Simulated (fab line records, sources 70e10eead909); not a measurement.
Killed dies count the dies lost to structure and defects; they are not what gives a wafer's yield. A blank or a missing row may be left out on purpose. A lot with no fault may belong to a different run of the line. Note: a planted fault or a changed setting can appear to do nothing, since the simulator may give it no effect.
8D (eight disciplines) problem report, filled in by code -- flow nand-harc -- the parts of the form that need people (team, actions taken, sign-off) are left out

## 1. THE PROBLEM
killed-dies at NHARC_END_SORT_01 reads a mean of 423 on 3 wafers of 2 lots; wafers without a fault read 31 with a standard deviation of 11. That puts it +36 standard deviations away from the usual mean.
Seen first at day 24 01:55 on prober-02, wafer L977.4. The record holds 9 wafers of 3 lots with a number at this step. Rule for "out", or "out of limits": more than 4 standard deviations from the usual mean. All remaining wafers that have a number are taken as sound.

## 2. WHAT IT IS, AND WHAT IT ISN'T
question,is,is not
which readings at this step,"killed-dies, killed-at-array","killed-at-other, killed-at-periphery, killed-open, killed-short"
which lots,"L977, L979",L973
which wafers of those lots,"L977.4, L979.2, L979.5","L977.3, L977.6, L979.3"
read on which gauges,"prober-01, prober-02",-
when,from day 24 01:55,"up to then (4 sound wafers); but 2 sound wafers of L977, L979 came after"

## 3. THE SUSPECTS, EACH WITH WHAT RULES IT OUT
Counting: if a tool at a process step up to the reading ran every lot that is out, it stays a suspect. Sound lots after the first of them don't rule it out here, since some wafers of a struck lot are sound.
- the gauge at NHARC_END_SORT_01 is ruled out. 2 gauges (prober-01, prober-02) read the wafers that are out.
- rie-diel-07 at NHARC_A_CONTACT_ETCH_30 (etches the open film in CF4/CHF3, target depth 60.5 nm, time 30.2 s): kept. It ran every lot that is out, first L977 (day 21 11:26); its last sound lot up to then is L973 (day 20 15:26). NHARC_A_CONTACT_ETCH_30 gives no start for some lots, so the hours and the order of its lots are those of NHARC_A_CONTACT_ETCH_110.
- rie-diel-08 at NHARC_A_CONTACT_ETCH_110 (etches the open film in CF4/O2, target depth 50 nm, overetch 5 nm, time 27.5 s): kept. It ran every lot that is out, first L977 (day 21 11:26).
- rie-diel-09 at NHARC_A_BLC_ETCH_16 (etches the open film in CF4, target depth 39 nm, time 65 s): kept. It ran every lot that is out, first L977 (day 21 22:31); its last sound lot up to then is L973 (day 20 18:44). On those wafers its own readings are out: run-length-s.
- Within rie-diel-09 at NHARC_A_BLC_ETCH_16: the wafers that are out ran in chamber 0; their sound lot-mates ran in chambers 1, 2.
The count leaves rie-diel-07 at NHARC_A_CONTACT_ETCH_30, rie-diel-08 at NHARC_A_CONTACT_ETCH_110, and rie-diel-09 at NHARC_A_BLC_ETCH_16.

## 4. THE CAUSE (what the simulator had put in)
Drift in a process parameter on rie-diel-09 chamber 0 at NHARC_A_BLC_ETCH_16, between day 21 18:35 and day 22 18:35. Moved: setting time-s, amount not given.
This tool is one of the 3 suspects left after counting.

## 5. SEQUENCE OF EFFECTS, ordered by route
One row per reading whose mean, taken over the struck wafers that have a number, lies over 3 standard deviations from the usual. Readings are gone through only where the record gives a usual standard deviation; hours: the median, over the lots, of the time from a lot's start at the first step in this table giving one to that lot's start at this step; sigmas: the change measured in usual standard deviations.
hours,step,reading,usual,on struck wafers,change,sigmas
0,NHARC_A_BLC_ETCH_16,run-length-s,86.3 s,67.9,-18.4,-35
51,NHARC_END_SORT_01,killed-at-array,28,419,+391,+36
51,NHARC_END_SORT_01,killed-dies,31,423,+392,+36
Here are the process steps it includes:
- NHARC_A_BLC_ETCH_16: etches the open film in CF4, target depth 39 nm, time 65 s.

## 6. WHAT WOULD HAVE CAUGHT IT SOONER
The first out-of-limits reading at a measuring or inspecting step in this record came at day 24 01:55, 55 hours after the fault's start at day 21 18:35.
At NHARC_A_BLC_ETCH_16, the tool's own readings (run-length-s) were out on each struck wafer the step has a row for, so an alarm limit on them would have fired on the first such wafer.
By day 24 01:55 the whole set of lots that are out, 2 in number, had already begun NHARC_A_BLC_ETCH_16 on rie-diel-09. Tool hold at that time: it would have spared none of them.
